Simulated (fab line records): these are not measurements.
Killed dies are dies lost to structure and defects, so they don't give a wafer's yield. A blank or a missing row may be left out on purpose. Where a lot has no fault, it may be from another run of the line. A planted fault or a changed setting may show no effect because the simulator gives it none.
A struck lot beside a sound one -- flow n5Finfet -- 15 steps out of a route of 1938
Sound: wafers L527.1, L527.2, L527.4. Struck: wafer L539.3 (left out: L539.4, a lot-mate that was not struck); the cause follows at the end.
Per side, at each step with rows, come the tool, then ch with its chambers, and then its first start. Under that, the readings that differ: sound wafers -- struck wafers -- difference of the means -- sigmas: that difference in standard deviations of wafers without a fault.
alike: a reading whose means differ by less than 2 such deviations, as well as words and numbers matching on both sides. not compared: withheld readings; readings where some wafer has no value; bounds like >300 that might hide an equal value; numbers whose values overlap and for which the record gives no deviation.
The two part at a step that has a row with sigmas, a row that says differs or no value, or rows on one side only. Numbers that have no deviation but don't overlap get no sigmas and don't part them. Lack of a reading on every wafer of one side parts them only where that side has two or more wafers.

N5_BEOL_M7_CURE_75: cures SiCOH lowk, time 120 s.
  sound on uvCure-01 ch 1, day 9 19:31; struck on uvCure-03 ch 2, day 12 10:40
  alike: lampPowerPct, wafer_temp_C_max
then, 1 step without rows for these wafers: N5_BEOL_M7_DEGAS_44 (time 60 s).
N5_BEOL_M7_PRE_CLEAN_45: time 30 s.
  sound: pvdSputter-01 at day 9 20:04; struck: pvdSputter-02 at day 12 11:02
reading,sound,struck,difference,sigmas
heaterPowerW (W),270 339 352,402,+82,+2
then, 1 step without rows for these wafers: N5_BEOL_M7_ALD_77 (deposits TaN, target thk 2 nm, pulse time 2 s, purge time 3 s).
N5_BEOL_M7_SURFACE_TREAT_79:
  sound: pvdSputter-01 at day 9 21:56; struck: pvdSputter-02 at day 12 11:23
  not compared: throttleValvePct
then, 1 step without rows for these wafers: N5_BEOL_M7_CVD_78 (deposits Co from CCTBA/H2, target thk 2 nm, time 142.3 s).
N5_BEOL_M7_SPUTTER_48: material Cu, target thk 10 nm, time 1.667 s.
  sound: pvdSputter-01 at day 9 22:24; struck: pvdSputter-02 at day 12 11:38
  alike: throttleValvePct
then, 1 step without rows for these wafers: N5_BEOL_M7_ECD_50 (material Cu, target thk 300 nm).
N5_BEOL_M7_ANNEAL_51: time 90 s.
  sound on rtpAnneal-02 ch 0, day 9 22:38; struck on rtpAnneal-02 ch 0, day 12 12:16
  alike: wafer_temp_C_max
then, 1 step without rows for these wafers: N5_BEOL_M7_CMP_52 (polishes, stops on SiCOH lowk, t overpolish 6.9 s, target thk 80 nm).
N5_BEOL_M7_THK_MEAS_53: measures by xrf.
  sound: filmMetro-01 at day 9 23:13; struck: filmMetro-02 at day 12 12:46
  alike: M7_THK
then, 1 step without rows for these wafers: N5_BEOL_M7_PRE_CLEAN_55 (time 15 s).
N5_BEOL_M7_DEP_56: deposits SiCN from 3MS/NH3, target thk 10 nm, time 17.5 s.
  sound on pecvd-01 ch 0,1,2, day 9 23:17; struck on pecvd-04 ch 1, day 12 12:49
reading,sound,struck,difference,sigmas
model.SiCN_of_BEOL_M7_DEP_56.thkNm (nm),9.8 9.8 10,12.4,+2.5,
  alike: showerheadPlenumPTorr, throttleValvePct
N5_BEOL_M7_RS_MEAS_57: uses a four-point probe to measure.
  sound: filmMetro-02 at day 9 23:22; struck: filmMetro-02 at day 12 12:53
  alike: M7_RS
-- the record jumps here: 3 days lie between the struck wafers' starts before and after (it left off in module BEOL_M7 and takes up again in module PASSIVATION, whose first step shown is number 1936 of the route) --
N5_PASSIVATION_PROBE_49:
  the record has rows for the struck wafers here (prober-02, day 15 14:01) and none for the sound ones

== WHERE THEY PART ==
Last at N5_PASSIVATION_PROBE_49 as far as this record goes, first at N5_BEOL_M7_PRE_CLEAN_45.

WHY: the cause the simulator had injected
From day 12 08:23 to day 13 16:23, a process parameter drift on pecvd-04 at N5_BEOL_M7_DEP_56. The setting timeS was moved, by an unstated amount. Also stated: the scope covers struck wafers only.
